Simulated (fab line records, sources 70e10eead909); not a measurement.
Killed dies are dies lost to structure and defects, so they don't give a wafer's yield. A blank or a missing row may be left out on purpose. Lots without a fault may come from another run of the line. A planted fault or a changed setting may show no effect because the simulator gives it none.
Which tool did it? | flow nand_harc | 11 lots, 32 wafers sampled, at 5 steps of a route of 1302

WHAT THE GAUGES READ, wafer by wafer
NHARC_END_SORT_01. Usual: killed_at_array 53, standard deviation 21; killed_at_other 1.0, standard deviation 1.3; killed_at_periphery 3.8, standard deviation 2.4; killed_dies 58, standard deviation 21; killed_open 3.4, standard deviation 1.9; killed_short 2.4, standard deviation 1.5.
lot  | measured     | on        | killed_at_array | killed_at_other | killed_at_periphery | killed_dies | killed_open | killed_short | flag
L927 | day 28 15:38 | prober-01 | 74 519          | 1 0             | 3 2                 | 78 521      | 5 4         | 1 1          | OFF
L928 | day 28 23:31 | prober-01 | 51 502 491      | 4 1 2           | 3 5 3               | 58 508 496  | 4 5 5       | 1 2 7        | OFF
L930 | day 29 19:32 | prober-01 | 24 462 21       | 1 0 0           | 4 4 5               | 29 466 26   | 8 7 5       | 3 3 1        | OFF

WHICH TOOL RAN EACH LOT (tool, then ch and the chambers of the sampled wafers, then the start)
lot  | NHARC_A_STAIRCASE_TRIM_12          | NHARC_A_STAIRCASE_TRIM_14                     | NHARC_A_STAIRCASE_ETCH_15                     | NHARC_A_STAIRCASE_TRIM_18
L919 | rie_diel-02 ch 1,2, day 15 21:53   | rie_diel-02 ch 1,3, day 15 22:34 or earlier   | rie_diel-02 ch 0,1,2, day 15 22:34 or earlier | rie_diel-02 ch 0,1, day 15 22:34
L920 | rie_diel-02 ch 0,1,3, day 15 23:16 | rie_diel-02 ch 0,2,3, day 15 23:59 or earlier | rie_diel-02 ch 1,2,3, day 15 23:59 or earlier | rie_diel-02 ch 0,2,3, day 15 23:59
L921 | rie_diel-02 ch 0,1,3, day 16 12:25 | rie_diel-02 ch 0,3, day 16 13:32 or earlier   | rie_diel-02 ch 0,2,3, day 16 13:32 or earlier | rie_diel-02 ch 1,3, day 16 13:32
L927 | rie_diel-02 ch 0,3, day 19 23:26   | rie_diel-02 ch 0,2, day 20 00:08 or earlier   | rie_diel-02 ch 0,1, day 20 00:08 or earlier   | rie_diel-02 ch 0,3, day 20 00:08
L928 | rie_diel-02 ch 0,1,2, day 20 02:53 | rie_diel-02 ch 1,2,3, day 20 03:43 or earlier | rie_diel-02 ch 1,3, day 20 03:43 or earlier   | rie_diel-02 ch 0,2, day 20 03:43
L930 | rie_diel-02 ch 0,3, day 21 02:10   | rie_diel-02 ch 0,2,3, day 21 03:46 or earlier | rie_diel-02 ch 0,2,3, day 21 03:46 or earlier | rie_diel-02 ch 2,3, day 21 03:46
L934 | rie_diel-04 ch 0,1,3, day 21 20:25 | rie_diel-04 ch 0,2,3, day 21 21:06 or earlier | rie_diel-04 ch 0,1,2, day 21 21:06 or earlier | rie_diel-04 ch 0,1,3, day 21 21:06
L935 | rie_diel-04 ch 0,1,2, day 22 17:29 | rie_diel-04 ch 0,1,2, day 22 18:09 or earlier | rie_diel-04 ch 0,2,3, day 22 18:09 or earlier | rie_diel-04 ch 0,1,3, day 22 18:09
L936 | rie_diel-07 ch 0,3, day 23 04:32   | rie_diel-07 ch 1,2, day 23 06:09 or earlier   | rie_diel-07 ch 1,2,3, day 23 06:09 or earlier | rie_diel-07 ch 0,1,3, day 23 06:09
L938 | rie_diel-04 ch 1,2, day 24 19:28   | rie_diel-04 ch 0,1,3, day 24 20:10 or earlier | rie_diel-04 ch 0,3, day 24 20:10 or earlier   | rie_diel-04 ch 0,1, day 24 20:10
L942 | rie_diel-04 ch 0,1,3, day 25 13:07 | rie_diel-04 ch 0,1,2, day 25 13:46 or earlier | rie_diel-04 ch 1,3, day 25 13:46 or earlier   | rie_diel-04 ch 0,2, day 25 13:46
- NHARC_A_STAIRCASE_TRIM_12: chemistry O2, time 211.2 s.
- NHARC_A_STAIRCASE_TRIM_14: chemistry O2, time 211.2 s.
- NHARC_A_STAIRCASE_ETCH_15: etches the open film in C4F8/O2, target depth 100 nm, time 40.5 s.
- NHARC_A_STAIRCASE_TRIM_18: chemistry O2, time 211.2 s.

WHAT THE TOOLS THEMSELVES READ (means of the sampled wafers that have a number; where no wafer has one, the mark that the record gives instead)
NHARC_A_STAIRCASE_TRIM_12. Usual: drypump_motor_current_A 5.8 A, standard deviation 0.55; oes_product_au 0.998 a.u., standard deviation 0.0074; rf_vpp_V 57.8 V, standard deviation 0.92; run_length_s 232.5 s, standard deviation 0.34; showerhead_plenum_p_Torr 3.49 Torr, standard deviation 0.15; throttle_valve_pct 17.037 %, standard deviation 0.0088.
lot  | tool        | drypump_motor_current_A (A) | oes_product_au (a.u.) | rf_vpp_V (V) | run_length_s (s) | showerhead_plenum_p_Torr (Torr) | throttle_valve_pct (%) | flag
L919 | rie_diel-02 | 5.5                         | 0.999                 | 56.8         | 232.4            | 3.36                            | 17.035                 |
L920 | rie_diel-02 | 5.3                         | 1.004                 | 57.6         | 232.4            | 3.39                            | 17.039                 |
L921 | rie_diel-02 | 5.3                         | 1.004                 | 57.1         | 232.9            | 3.39                            | 17.037                 |
L927 | rie_diel-02 | 5.2                         | 0.989                 | 56.7         | 232.6            | 3.64                            | 17.038                 |
L928 | rie_diel-02 | 5.4                         | 0.992                 | 57.9         | 232.5            | 3.51                            | 17.033                 |
L930 | rie_diel-02 | 5.1                         | 0.993                 | 58.3         | 232.5            | 3.69                            | 17.031                 |
L934 | rie_diel-04 | 6.3                         | 0.999                 | 56.5         | 232.3            | 3.44                            | 17.038                 |
L935 | rie_diel-04 | 6.4                         | 1.002                 | 56.7         | 232.4            | 3.43                            | 17.043                 |
L936 | rie_diel-07 | 5.7                         | 0.995                 | 58.3         | 232.6            | 3.51                            | 17.039                 |
L938 | rie_diel-04 | 6.6                         | 0.998                 | 57.7         | 232.5            | 3.53                            | 17.038                 |
L942 | rie_diel-04 | 6.3                         | 0.998                 | 57.9         | 232.4            | 3.60                            | 17.039                 |

NHARC_A_STAIRCASE_TRIM_14. Usual: drypump_motor_current_A 5.8 A, standard deviation 0.55; oes_product_au 1.000 a.u., standard deviation 0.0083; rf_vpp_V 57.8 V, standard deviation 0.93; run_length_s 232.4 s, standard deviation 0.34; showerhead_plenum_p_Torr 3.50 Torr, standard deviation 0.16; throttle_valve_pct 17.035 %, standard deviation 0.009.
lot  | tool        | drypump_motor_current_A (A) | oes_product_au (a.u.) | rf_vpp_V (V) | run_length_s (s) | showerhead_plenum_p_Torr (Torr) | throttle_valve_pct (%) | flag
L919 | rie_diel-02 | 5.5                         | 1.008                 | 56.9         | 232.6            | 3.47                            | 17.039                 |
L920 | rie_diel-02 | 5.2                         | 1.003                 | 57.8         | 232.5            | 3.37                            | 17.038                 |
L921 | rie_diel-02 | 5.2                         | 0.994                 | 57.9         | 232.7            | 3.42                            | 17.039                 |
L927 | rie_diel-02 | 5.2                         | 1.001                 | 57.5         | 232.4            | 3.56                            | 17.035                 |
L928 | rie_diel-02 | 5.5                         | 0.996                 | 58.3         | 232.5            | 3.40                            | 17.035                 |
L930 | rie_diel-02 | 5.2                         | 0.989                 | 57.9         | 232.7            | 3.53                            | 17.032                 |
L934 | rie_diel-04 | 6.2                         | 1.005                 | 56.9         | 232.4            | 3.37                            | 17.036                 |
L935 | rie_diel-04 | 6.4                         | 1.004                 | 58.2         | 232.3            | 3.43                            | 17.024                 |
L936 | rie_diel-07 | 6.4                         | 1.017                 | 58.7         | 231.9            | 3.60                            | 17.038                 |
L938 | rie_diel-04 | 6.3                         | 1.003                 | 58.9         | 232.3            | 3.60                            | 17.027                 |
L942 | rie_diel-04 | 6.4                         | 0.997                 | 57.7         | 232.2            | 3.59                            | 17.045                 |

NHARC_A_STAIRCASE_ETCH_15. Usual: oes_product_au 0.942 a.u., standard deviation 0.011; rf_vpp_V 894 V, standard deviation 5.5.
lot  | tool        | oes_product_au (a.u.) | rf_vpp_V (V) | flag
L919 | rie_diel-02 | 0.952                 | 890          |
L920 | rie_diel-02 | 0.945                 | 892          |
L921 | rie_diel-02 | 0.923                 | 890          |
L927 | rie_diel-02 | 0.931                 | 898          |
L928 | rie_diel-02 | 0.941                 | 893          |
L930 | rie_diel-02 | 0.931                 | 897          |
L934 | rie_diel-04 | 0.948                 | 893          |
L935 | rie_diel-04 | 0.947                 | 891          |
L936 | rie_diel-07 | 0.938                 | 897          |
L938 | rie_diel-04 | 0.951                 | 901          |
L942 | rie_diel-04 | 0.947                 | 894          |

NHARC_A_STAIRCASE_TRIM_18. Usual: drypump_motor_current_A 5.8 A, standard deviation 0.55; oes_product_au 0.998 a.u., standard deviation 0.0079; rf_vpp_V 57.8 V, standard deviation 0.87; run_length_s 232.5 s, standard deviation 0.37; showerhead_plenum_p_Torr 3.48 Torr, standard deviation 0.15; throttle_valve_pct 17.037 %, standard deviation 0.0086.
lot  | tool        | drypump_motor_current_A (A) | oes_product_au (a.u.) | rf_vpp_V (V) | run_length_s (s) | showerhead_plenum_p_Torr (Torr) | throttle_valve_pct (%) | flag
L919 | rie_diel-02 | 5.2                         | 1.010                 | 56.9         | 232.6            | 3.32                            | 17.043                 |
L920 | rie_diel-02 | 5.2                         | 1.003                 | 57.6         | 232.5            | 3.37                            | 17.040                 |
L921 | rie_diel-02 | 5.6                         | 1.003                 | 57.5         | 232.4            | 3.44                            | 17.039                 |
L927 | rie_diel-02 | 5.2                         | 1.004                 | 58.9         | 201.7            | 3.64                            | 17.035                 | OFF
L928 | rie_diel-02 | 5.2                         | 0.991                 | 58.1         | 191.4            | 3.49                            | 17.034                 | OFF
L930 | rie_diel-02 | 5.4                         | 0.986                 | 56.9         | 212.1            | 3.37                            | 17.036                 | OFF
L934 | rie_diel-04 | 6.3                         | 1.002                 | 57.5         | 232.0            | 3.44                            | 17.036                 |
L935 | rie_diel-04 | 6.3                         | 1.006                 | 57.9         | 232.4            | 3.44                            | 17.033                 |
L936 | rie_diel-07 | 5.8                         | 1.002                 | 58.3         | 232.5            | 3.56                            | 17.037                 |
L938 | rie_diel-04 | 6.3                         | 1.007                 | 58.9         | 232.0            | 3.73                            | 17.037                 |
L942 | rie_diel-04 | 6.2                         | 0.999                 | 57.7         | 232.2            | 3.66                            | 17.035                 |

THE ANSWER, worked out from the rows above alone
Rule: a lot is off if the mean of its wafers that have a number lies more than 3 standard deviations from the usual mean. A lot without any number at a reading at which 4 lots or more have one is off too. The other lots that the step has rows for count as sound. The gauges are gone through in route order, then the tools' own readings, and for those a lot's mean is taken as printed above. The first step at which some lot is off is used, and at that step the reading that is off furthest; a lot without a number counts as furthest.
Off: L927, L928, L930, at NHARC_END_SORT_01 (killed_dies). Neither off nor sound, because the step has no rows for them: L919, L920, L921, L934, L935, L936, L938, L942.
A tool fits if, at a process step before that reading, it ran every lot that is off, and no sound lot after the first of them. The gauges at NHARC_END_SORT_01 aren't tried: what is off there is off at NHARC_A_STAIRCASE_TRIM_18 too, on other tools, and a gauge's error can't cause that. NHARC_A_STAIRCASE_TRIM_14 gives no start for some lots, so the hours and the order of its lots are those of NHARC_A_STAIRCASE_TRIM_18. NHARC_A_STAIRCASE_ETCH_15 gives no start for some lots, so the hours and the order of its lots are those of NHARC_A_STAIRCASE_TRIM_18. One fits: rie_diel-02 at NHARC_A_STAIRCASE_TRIM_12 and NHARC_A_STAIRCASE_TRIM_14 and NHARC_A_STAIRCASE_ETCH_15 and NHARC_A_STAIRCASE_TRIM_18. It ran no sound lot before its first lot that is off in this sample, so the start can't be narrowed down.

WHAT THE SIMULATOR HAD PUT IN
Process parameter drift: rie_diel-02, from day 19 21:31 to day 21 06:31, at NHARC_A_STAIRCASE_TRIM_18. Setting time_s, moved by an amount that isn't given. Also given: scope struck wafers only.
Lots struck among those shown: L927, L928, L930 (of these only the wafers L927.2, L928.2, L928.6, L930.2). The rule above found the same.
